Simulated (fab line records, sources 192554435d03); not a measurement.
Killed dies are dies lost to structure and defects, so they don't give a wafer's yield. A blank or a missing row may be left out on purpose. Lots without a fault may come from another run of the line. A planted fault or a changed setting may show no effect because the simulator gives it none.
Split-lot experiment | flow n5_finfet | 7 lots, 21 wafers read, on a route of 1938 steps

THE SPLIT
At N5_BEOL_M15_SPUTTER_44 (material Ta, target thk 15 nm, time 24.19 s), the setting power_w was moved away from the recipe's 15000 W on 9 of the 21 wafers read, by -14.3% to +14.9%. The other wafers ran this setting at the recipe's value.

The reading is taken at the split's own step.

THE READING
Ta_of_BEOL_M15_SPUTTER_44.thk_nm (the simulator's own value, which no gauge read), in nm, at N5_BEOL_M15_SPUTTER_44 (material Ta, target thk 15 nm, time 24.19 s). The file gives no usual value for it. The 12 wafers here that ran the recipe average 14.9 nm, standard deviation 0.25 nm.

wafer  | tool, chamber at the split | power_w as run, W | against the recipe | Ta_of_BEOL_M15_SPUTTER_44.thk_nm, nm | against lot-mates on the recipe
L079.3 | pvd_sputter-02, -          | 13510             | -9.9%              | 13.4                                 | -1.4
L079.5 | pvd_sputter-02, -          | 13510             | -9.9%              | 13.2                                 | -1.6
L079.6 | pvd_sputter-02, -          | 15000             | recipe             | 14.8                                 | -
L086.2 | pvd_sputter-03, -          | 15000             | recipe             | 15.4                                 | -
L086.3 | pvd_sputter-03, -          | 16190             | +7.9%              | 16.6                                 | +1.2
L086.6 | pvd_sputter-03, -          | 16190             | +7.9%              | 16.6                                 | +1.2
L088.2 | pvd_sputter-02, -          | 15000             | recipe             | 15                                   | -
L088.6 | pvd_sputter-02, -          | 15000             | recipe             | 15                                   | -
L088.4 | pvd_sputter-02, -          | 15000             | recipe             | 14.8                                 | -
L091.1 | pvd_sputter-01, -          | 15000             | recipe             | 14.8                                 | -
L091.6 | pvd_sputter-01, -          | 15000             | recipe             | 14.8                                 | -
L091.4 | pvd_sputter-01, -          | 13390             | -10.7%             | 13.4                                 | -1.4
L092.1 | pvd_sputter-03, -          | 15000             | recipe             | 15.2                                 | -
L092.3 | pvd_sputter-03, -          | 17240             | +14.9%             | 17.4                                 | +2.2
L092.6 | pvd_sputter-03, -          | 17240             | +14.9%             | 17.4                                 | +2.2
L095.2 | pvd_sputter-01, -          | 12850             | -14.3%             | 12.8                                 | -2.2
L095.4 | pvd_sputter-01, -          | 15000             | recipe             | 15.2                                 | -
L095.5 | pvd_sputter-01, -          | 15000             | recipe             | 14.8                                 | -
L097.3 | pvd_sputter-02, -          | 15000             | recipe             | 14.8                                 | -
L097.4 | pvd_sputter-02, -          | 15000             | recipe             | 14.4                                 | -
L097.5 | pvd_sputter-02, -          | 12920             | -13.9%             | 13                                   | -1.6

THE FIT
A straight line over all 21 wafers: Ta_of_BEOL_M15_SPUTTER_44.thk_nm changes by +0.162 nm for each +1% of power_w; r = +0.98; the points scatter about the line by 0.25 nm.
The same after taking each lot's own level away (the mean of its wafers on the recipe; 21 wafers): +0.143 nm for each +1%; r = +0.99; scatter 0.15 nm.
On that fit, the largest move of power_w shifts the reading by 2.1 nm.
The lots' own levels span 14.60 to 15.40 nm, that is 3.2 times the standard deviation above.
So the lot-to-lot level changes the slope: the two fits differ.
Check: with one of the wafers moved furthest among these (+14.9%) left out of the fit, the line predicts +2.15 nm for it against its lot-mates. It came out at +2.2 nm against them.

OTHER SPLITS ON THESE WAFERS
These wafers also went through other splits before the reading. Each is held against what the fit with the lots' levels taken away leaves over:
other split on the same wafers | wafers away from the commonest value | r with Ta_of_BEOL_M15_SPUTTER_44.thk_nm (lot level and that fit taken away)
N5_BEOL_M14_SPUTTER_43 time_s  | 9                                    | +0.09
N5_BEOL_M15_SPUTTER_43 power_w | 8                                    | +0.47

THE FILE'S OWN FIT
Ta_of_BEOL_M15_SPUTTER_44.thk_nm changes by +0.14 nm for each +1% of power_w, r = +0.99.
